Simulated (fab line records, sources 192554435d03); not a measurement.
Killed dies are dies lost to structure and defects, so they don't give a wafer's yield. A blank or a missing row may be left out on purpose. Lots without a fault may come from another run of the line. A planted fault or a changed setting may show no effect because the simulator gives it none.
Split-lot experiment | flow n5_finfet | 7 lots, 21 wafers read, on a route of 1938 steps

THE SPLIT
At N5_BEOL_M9_CMP_52 (polishes, stops on SiCOH lowk, t overpolish 7 s, target thk 140 nm), the setting down_force_psi was moved away from the recipe's 1 psi on 11 of the 21 wafers read, by -22.0% to +17.5%. The other wafers ran this setting at the recipe's value.

The reading is taken at the split's own step.

THE READING
barrier_field_endpoint_s, in s, at N5_BEOL_M9_CMP_52 (polishes, stops on SiCOH lowk, t overpolish 7 s, target thk 140 nm). Fault-free wafers of this fab line usually give 28.7 s, standard deviation 0.76 s.

wafer  | tool, chamber at the split | down_force_psi as run, psi | against the recipe | barrier_field_endpoint_s, s | against lot-mates on the recipe
L074.3 | cmp-03, 3                  | 0.78                       | -22.0%             | 38.3                        | +9.0
L074.6 | cmp-03, 2                  | 1                          | recipe             | 29.0                        | -
L074.5 | cmp-03, 3                  | 1                          | recipe             | 29.6                        | -
L078.1 | cmp-02, 3                  | 0.9376                     | -6.2%              | 30.3                        | +1.1
L078.4 | cmp-02, 1                  | 1                          | recipe             | 29.2                        | -
L078.2 | cmp-02, 2                  | 0.9376                     | -6.2%              | 31.0                        | +1.8
L082.4 | cmp-03, 3                  | 0.9098                     | -9.0%              | 32.5                        | +4.8
L082.5 | cmp-03, 0                  | 1                          | recipe             | 28.0                        | -
L082.6 | cmp-03, 1                  | 1                          | recipe             | 27.5                        | -
L084.4 | cmp-03, 3                  | 0.8039                     | -19.6%             | 37.1                        | +8.8
L084.1 | cmp-03, 0                  | 1                          | recipe             | 28.3                        | -
L084.6 | cmp-03, 2                  | 0.8039                     | -19.6%             | 36.4                        | +8.1
L089.1 | cmp-02, 0                  | 1                          | recipe             | 28.5                        | -
L089.4 | cmp-02, 2                  | 1                          | recipe             | 29.8                        | -
L089.5 | cmp-02, 1                  | 1                          | recipe             | 29.2                        | -
L092.3 | cmp-02, 3                  | 1.175                      | +17.5%             | 25.1                        | no lot-mate on the recipe
L092.2 | cmp-02, 1                  | 1.175                      | +17.5%             | 24.8                        | no lot-mate on the recipe
L092.6 | cmp-02, 0                  | 1.175                      | +17.5%             | 24.7                        | no lot-mate on the recipe
L097.1 | cmp-01, 3                  | 0.794                      | -20.6%             | 36.0                        | +6.6
L097.3 | cmp-01, 0                  | 1                          | recipe             | 29.4                        | -
L097.6 | cmp-01, 0                  | 0.794                      | -20.6%             | 35.5                        | +6.1

THE FIT
A straight line over all 21 wafers: barrier_field_endpoint_s changes by -0.323 s for each +1% of down_force_psi; r = -0.97; the points scatter about the line by 1 s.
The same after taking each lot's own level away (the mean of its wafers on the recipe; 18 wafers): -0.379 s for each +1%; r = -0.97; scatter 0.86 s.
On that fit, the largest move of down_force_psi shifts the reading by 8.3 s.
The lots' own levels span 27.75 to 29.40 s, that is 2.2 times the standard deviation above.
So the lot-to-lot level changes the slope: the two fits differ.
Check: with one of the wafers moved furthest among these (-22.0%) left out of the fit, the line predicts +8.1 s for it against its lot-mates. It came out at +9 s against them.
Tool readings at the split's step, against how far the setting was moved: barrier_field_endpoint_s r = -0.97.

THE FILE'S OWN FIT
barrier_field_endpoint_s changes by -0.388 s for each +1% of down_force_psi, r = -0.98.
